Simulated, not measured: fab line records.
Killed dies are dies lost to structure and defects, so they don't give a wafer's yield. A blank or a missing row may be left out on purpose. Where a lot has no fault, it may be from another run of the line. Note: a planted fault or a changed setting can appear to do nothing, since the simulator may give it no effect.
fab line records -- flow nandHarc
record: lots: 13, wafers: 39, lastDay: 23
route steps=1159 shown P_M1@308 A_BONDPAD@1082 THIN_TSV@1137 END@1159
lots that met no fault: from a run of the same line without faults
startH: start of the lot's first displayed wafer, in hours after the record's first day -- waitH: time in hours since the lot's previous step -- " repeats the value in the row above -- L1.1+2: a row that stands for several wafers -- - no value, or no start given -- * or withheld: withheld -- < > ~ a bound
route shown NAME@n: names a module that has steps shown in the file, with the first one's number in the route -- usual: mean/standard deviation taken from wafers without a fault -- same: alike in all rows -- chamber/n: place in a boat -- sites: readings site by site -- _std_site: standard deviation across them -- _edge_site: inner sites' mean taken away from outer sites' mean -- radiusMm: for every site, how far away it sits from the centre of the wafer -- mask NAME#n: copy n -- behind: the most recent tool/chamber to have shaped the wafer -- hold: reason for holding the lot/hours on hold/outcome of the hold -- device: which transistor (n, p or np) failed to switch -- end of line: the tests these same wafers got at the end of their route -- a step with no rows: only its recipe -- killed: dies lost to structure and defects at the first sort, not the wafer's yield -- map: a wafer's dies, x killed, . not, _ none there
set.NAME: the run value of the setting; set.NAME@STEP: its run value at that earlier step -- model.NAME: the simulator's own value behind a step, which no gauge read
the route's steps for a sample of lots (tables are steps, rows are wafers)
services: a tool's chamber out of use, with start hour (startH, from the record's first day; less than 0 if before it), hours out, and reason
== steps ==
step: NHARC_P_M1_PVD_21
recipe: targetThkA: 300, chamberPressurePa: 5, powerW: 5000, substrateTempC: 30, timeS: 20.49, material: Cu
usual: cathodeDcPowerW: 5000.0/0.88, throttleValvePct: 29.5/0.9
lot.wafer,tool,chamber,startH,waitH,cathodeDcPowerW,throttleValvePct
L224.3,pvdSputter-03,-,114.68,-,4999.3,28.6
L224.4,pvdSputter-03,-,114.68,-,4999.8,28.5
L224.1,pvdSputter-03,-,114.68,-,5000.1,30.8
L226.1,pvdSputter-03,-,124.45,-,4999.1,28.7
L226.2,pvdSputter-03,-,124.45,-,4999.1,30.7
L226.6,pvdSputter-03,-,124.45,-,4999.9,28.4
L228.3,pvdSputter-02,-,142.33,-,4998.4,29.9
L228.1,pvdSputter-02,-,142.33,-,5001.0,29.2
L228.6,pvdSputter-02,-,142.33,-,5002.0,29.6
L227.2,pvdSputter-03,-,142.34,-,4999.6,31.3
L227.1,pvdSputter-03,-,142.34,-,5000.0,28.6
L227.4,pvdSputter-03,-,142.34,-,5000.3,31.1
L229.3,pvdSputter-02,-,151.96,-,5000.1,29.8
L229.1,pvdSputter-02,-,151.96,-,5000.0,29.6
L229.5,pvdSputter-02,-,151.96,-,4999.9,29.7
L231.3,pvdSputter-03,-,157.06,-,4998.7,30.8
L231.2,pvdSputter-03,-,157.06,-,4999.3,28.6
L231.4,pvdSputter-03,-,157.06,-,4999.3,28.5
L230.4,pvdSputter-02,-,157.83,-,4999.2,29.3
L230.1,pvdSputter-02,-,157.83,-,5000.7,29.1
L230.5,pvdSputter-02,-,157.83,-,5000.6,28.9
L233.2,pvdSputter-03,-,173.99,-,4999.9,28.5
L233.1,pvdSputter-03,-,173.99,-,5000.1,31.0
L233.5,pvdSputter-03,-,173.99,-,4999.6,28.3
L232.4,pvdSputter-02,-,174.07,-,4999.1,29.6
L232.2,pvdSputter-02,-,174.07,-,5000.5,29.8
L232.1,pvdSputter-02,-,174.07,-,5000.1,29.1
L234.4,pvdSputter-03,-,179.71,-,5001.9,30.8
L234.3,pvdSputter-03,-,179.71,-,5000.4,28.5
L234.5,pvdSputter-03,-,179.71,-,4999.0,30.9
L242.3,pvdSputter-03,-,224.13,-,5000.5,28.6
L242.2,pvdSputter-03,-,224.13,-,5000.3,30.9
L242.6,pvdSputter-03,-,224.13,-,4999.9,28.3
L241.1,pvdSputter-03,-,224.48,-,5001.8,28.7
L241.2,pvdSputter-03,-,224.48,-,4998.3,30.6
L241.6,pvdSputter-03,-,224.48,-,5000.9,28.4
L243.1,pvdSputter-01,-,231.52,-,5000.6,28.5
L243.3,pvdSputter-01,-,231.52,-,4999.2,29.0
L243.5,pvdSputter-01,-,231.52,-,5000.0,30.6
step: NHARC_A_BONDPAD_DEGAS_25
recipe: tempC: 300, timeS: 60
usual: heaterPowerW: 434/36
lot.wafer,tool,chamber,startH,waitH,heaterPowerW
L226.1,pvdSputter-02,-,416.15,-,392
L226.2,pvdSputter-02,-,416.15,-,435
L226.6,pvdSputter-02,-,416.15,-,441
L224.3,pvdSputter-02,-,418.38,-,479
L224.1,pvdSputter-02,-,418.38,-,390
L224.4,pvdSputter-02,-,418.38,-,444
L227.4,pvdSputter-01,-,423.07,-,472
L227.1,pvdSputter-01,-,423.07,-,451
L227.2,pvdSputter-01,-,423.07,-,513
L228.1,pvdSputter-02,-,423.43,-,464
L228.3,pvdSputter-02,-,423.43,-,402
L228.6,pvdSputter-02,-,423.43,-,464
L230.1,pvdSputter-01,-,436.97,-,446
L230.4,pvdSputter-01,-,436.97,-,454
L230.5,pvdSputter-01,-,436.97,-,443
L229.1,pvdSputter-01,-,439.81,-,503
L229.3,pvdSputter-01,-,439.81,-,448
L229.5,pvdSputter-01,-,439.81,-,446
L231.2,pvdSputter-02,-,440.43,-,432
L231.4,pvdSputter-02,-,440.43,-,470
L231.3,pvdSputter-02,-,440.43,-,383
L232.1,pvdSputter-01,-,460.39,-,463
L232.4,pvdSputter-01,-,460.39,-,520
L232.2,pvdSputter-01,-,460.39,-,457
L233.2,pvdSputter-02,-,460.68,-,436
L233.1,pvdSputter-02,-,460.68,-,381
L233.5,pvdSputter-02,-,460.68,-,409
L234.3,pvdSputter-02,-,462.60,-,382
L234.4,pvdSputter-02,-,462.60,-,457
L234.5,pvdSputter-02,-,462.60,-,411
L243.1,pvdSputter-03,-,522.40,-,387
L243.3,pvdSputter-03,-,522.40,-,409
L243.5,pvdSputter-03,-,522.40,-,463
step: NHARC_A_BONDPAD_THK_MEAS_20
recipe: thkMeasGauge: xrf
usual: thkNm: 169.9/1.5
lot.wafer,tool,chamber,startH,waitH,thkNm
L226.1,filmMetro-01,-,417.56,-,167.8
L226.2,filmMetro-01,-,417.56,-,169.9
L226.6,filmMetro-01,-,417.56,-,168.2
L224.1,filmMetro-01,-,419.79,-,170.5
L224.3,filmMetro-01,-,419.79,-,170.2
L224.4,filmMetro-01,-,419.79,-,169.5
L227.1,filmMetro-01,-,424.55,-,172.0
L227.2,filmMetro-01,-,424.55,-,169.6
L227.4,filmMetro-01,-,424.55,-,170.2
L228.1,filmMetro-01,-,424.86,-,168.1
L228.3,filmMetro-01,-,424.86,-,168.4
L228.6,filmMetro-01,-,424.86,-,170.5
L230.1,filmMetro-02,-,438.36,-,170.1
L230.4,filmMetro-02,-,438.36,-,171.4
L230.5,filmMetro-02,-,438.36,-,168.9
L229.1,filmMetro-02,-,441.33,-,170.9
L229.3,filmMetro-02,-,441.33,-,170.6
L229.5,filmMetro-02,-,441.33,-,169.6
L231.2,filmMetro-01,-,441.95,-,172.3
L231.3,filmMetro-01,-,441.95,-,170.0
L231.4,filmMetro-01,-,441.95,-,171.4
L232.1,filmMetro-01,-,461.87,-,169.3
L232.2,filmMetro-01,-,461.87,-,171.5
L232.4,filmMetro-01,-,461.87,-,167.6
L233.1,filmMetro-01,-,462.10,-,170.7
L233.2,filmMetro-01,-,462.10,-,168.9
L233.5,filmMetro-01,-,462.10,-,171.3
L234.3,filmMetro-01,-,464.01,-,171.7
L234.4,filmMetro-01,-,464.01,-,168.1
L234.5,filmMetro-01,-,464.01,-,168.4
L243.1,filmMetro-01,-,523.80,-,169.2
L243.3,filmMetro-01,-,523.80,-,168.9
L243.5,filmMetro-01,-,523.80,-,171.3
step: NHARC_THIN_TSV_PRE_CLEAN_54
recipe: timeS: 30, tempC: 280, gas: H2/He
usual: heaterPowerW: 384/34
lot.wafer,tool,chamber,startH,waitH,heaterPowerW
L226.1,pvdSputter-01,-,436.39,0.1,386
L226.2,pvdSputter-01,-,436.39,0.1,417
L226.6,pvdSputter-01,-,436.39,0.1,414
L224.4,pvdSputter-02,-,439.04,0.0,394
L224.3,pvdSputter-02,-,439.04,0.0,339
L224.1,pvdSputter-02,-,439.04,0.0,339
L227.4,pvdSputter-01,-,442.40,0.1,431
L227.2,pvdSputter-01,-,442.40,0.1,399
L227.1,pvdSputter-01,-,442.40,0.1,380
L228.3,pvdSputter-02,-,444.10,0.1,346
L228.1,pvdSputter-02,-,444.10,0.1,376
L228.6,pvdSputter-02,-,444.10,0.1,351
L230.4,pvdSputter-03,-,456.07,0.1,353
L230.1,pvdSputter-03,-,456.07,0.1,392
L230.5,pvdSputter-03,-,456.07,0.1,358
L229.1,pvdSputter-01,-,457.11,0.0,402
L229.3,pvdSputter-01,-,457.11,0.0,399
L229.5,pvdSputter-01,-,457.11,0.0,456
L231.2,pvdSputter-01,-,463.29,0.1,450
L231.3,pvdSputter-01,-,463.29,0.1,398
L231.4,pvdSputter-01,-,463.29,0.1,405
L232.2,pvdSputter-01,-,479.24,0.1,438
L232.1,pvdSputter-01,-,479.24,0.1,402
L232.4,pvdSputter-01,-,479.24,0.1,387
L233.2,pvdSputter-02,-,488.12,0.0,353
L233.1,pvdSputter-02,-,488.12,0.0,384
L233.5,pvdSputter-02,-,488.12,0.0,334
L234.3,pvdSputter-02,-,489.35,0.0,416
L234.4,pvdSputter-02,-,489.35,0.0,384
L234.5,pvdSputter-02,-,489.35,0.0,337
L243.1,pvdSputter-02,-,542.31,0.1,335
L243.3,pvdSputter-02,-,542.31,0.1,357
L243.5,pvdSputter-02,-,542.31,0.1,332
step: NHARC_END_SORT_01
recipe: tempC: 25
usual: defectLimitedYield: 95.4/1.7, killedAtArray: 27/11, killedAtOther: 0.6/0.89, killedAtPeriphery: 3.0/2.4, killedDies: 31/12, killedOpen: 3.2/1.6, killedShort: 2.0/1.5, sort_bin_2_pct: 1.5/0.69, sort_bin_3_pct: 0.23/0.22, sort_bin_4_pct: 2.9/1.1, sortNPass: 646/12, sortRimYieldPct: 94/3.3, sortYieldPct: 95.4/1.7
same: grossDies: 677, sort_bin_5_pct[%]: 0, sort_bin_6_pct[%]: 0, sort_bin_7_pct[%]: 0, sort_bin_8_pct[%]: 0, sortRimNGross: 106.00
lot.wafer,tool,chamber,startH,waitH,defectLimitedYield[%],killedAtArray,killedAtOther,killedAtPeriphery,killedDies,killedOpen,killedShort,sort_bin_2_pct[%],sort_bin_3_pct[%],sort_bin_4_pct[%],sortNPass,sortRimYieldPct[%],sortYieldPct[%]
L242.2,prober-01,0,535.28,2.8,0,25,0,652,677,4,1,97.2,0.30,2.5,0,0,0
L242.3,prober-01,0,536.09,3.1,0,27,1,649,677,1,2,96.9,0.15,3.0,0,0,0
L242.6,prober-01,0,538.51,4.0,0,41,1,635,677,2,5,94.4,0.30,5.3,0,0,0
L241.1,prober-02,0,547.69,2.5,0,11,1,665,677,3,1,98.1,0.15,1.8,0,0,0
L241.2,prober-02,0,548.51,2.8,0,12,1,664,677,4,5,98.2,0.15,1.6,0,0,0
L241.6,prober-02,0,551.75,4.1,0,13,1,663,677,3,1,98.4,0,1.6,0,0,0
killed by level:class
L242.2 P_M1:areaPvd=648 A_SLIT:chamberFilmFlake=9 A_CONTACT:chamberFilmFlake=6 P_STI:chamberFilmFlake=2 A_CHANNEL_HOLE_D1:chamberFilmFlake=2 A_CHANNEL_FILL_D1:chamberFilmFlake=2 A_STAIRCASE:chamberFilmFlake=2 P_CONTACT:geometricParticle:open=1
L242.3 P_M1:areaPvd=642 A_SLIT:chamberFilmFlake=12 A_CHANNEL_HOLE_D1:chamberFilmFlake=5 A_STAIRCASE:chamberFilmFlake=4 A_CONTACT:chamberFilmFlake=3 A_SGD_CUT:geometricParticle:short=2 P_GATE:chamberFilmFlake=2 P_M2:chamberFilmFlake=2
L242.6 P_M1:areaPvd=625 A_SLIT:chamberFilmFlake=16 A_CHANNEL_HOLE_D1:chamberFilmFlake=9 A_CONTACT:chamberFilmFlake=5 P_M2:chamberFilmFlake=4 A_ONON_D1:geometricParticle:short=3 A_CHANNEL_FILL_D1:chamberFilmFlake=3 A_STAIRCASE:chamberFilmFlake=3
L241.1 P_M1:areaPvd=662 P_BONDPAD:chamberFilmFlake=3 A_CONTACT:chamberFilmFlake=3 A_CHANNEL_HOLE_D1:chamberFilmFlake=2 A_WL_FILL:geometricParticle:short=1 A_WL_FILL:geometricParticle:open=1 A_CONTACT:geometricParticle:open=1 A_M1:geometricParticle:open=1
L241.2 P_M1:areaPvd=661 A_CHANNEL_HOLE_D1:chamberFilmFlake=5 P_CONTACT:geometricParticle:open=1 P_M0:geometricParticle:short=1 P_M1:geometricParticle:open=1 A_ONON_D1:geometricParticle:short=1 A_WL_FILL:geometricParticle:short=1 A_CONTACT:geometricParticle:open=1
L241.6 P_M1:areaPvd=663 A_CHANNEL_HOLE_D1:chamberFilmFlake=4 A_STAIRCASE:chamberFilmFlake=3 A_WL_FILL:geometricParticle:open=2 A_CONTACT:chamberFilmFlake=2 A_WL_FILL:geometricParticle:short=1 STARTING-WAFER:geometricParticle:open=1 A_SGD_CUT:chamberFilmFlake=1
== services ==
tool,chamber,startH,hours,kind
pvdSputter-01,-,96.28,6.6,repair
pvdSputter-03,-,102.07,10.0,pm
pvdSputter-01,-,120.94,9.4,repair
pvdSputter-03,-,132.23,4.0,repair
pvdSputter-01,-,158.00,10.0,pm
pvdSputter-03,-,181.42,3.0,repair
pvdSputter-01,-,195.19,0.7,repair
pvdSputter-01,-,213.99,1.0,repair
pvdSputter-02,-,214.05,10.0,pm
pvdSputter-03,-,280.07,10.0,pm
pvdSputter-01,-,330.34,14.9,repair
pvdSputter-01,-,345.29,10.0,pm
pvdSputter-03,-,364.54,1.7,repair
pvdSputter-02,-,392.05,10.0,pm
pvdSputter-03,-,458.07,10.0,pm
pvdSputter-02,-,496.49,5.5,repair
pvdSputter-01,-,523.33,10.0,pm
== key ==
firstSign: step: NHARC_END_SORT_01, reading: killedAtPeriphery, direction: up, sigmas: 99+, usual: 3.0, struck: 654.7
effect: step: NHARC_END_SORT_01, reading: sort_bin_2_pct, direction: up, sigmas: 99+, usual: 1.5, struck: 97.2
moreKillsBornAt: NHARC_P_M1_PVD_21@pvdSputter-03: 3901
metAt NHARC_P_M1_PVD_21
struckLots L241,L242
laterRowsLeftOut L241.1,L241.2,L241.6,L242.2,L242.3,L242.6
notActingAt NHARC_A_BONDPAD_DEGAS_25,NHARC_A_BONDPAD_THK_MEAS_20,NHARC_THIN_TSV_PRE_CLEAN_54
onsetBetween 179.71 224.13
fault: kind: processParameterDrift, tool: pvdSputter-03, chamber: -, onsetH: 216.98, steps: NHARC_P_M1_PVD_21, channel: targetThkA, offset: *, shape: step, endH: 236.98, actsIn: *, stated: *
laterRowsLeftOut: the simulator's readings of these wafers behind a module that went badly wrong aren't trusted and aren't shown, but for the sort
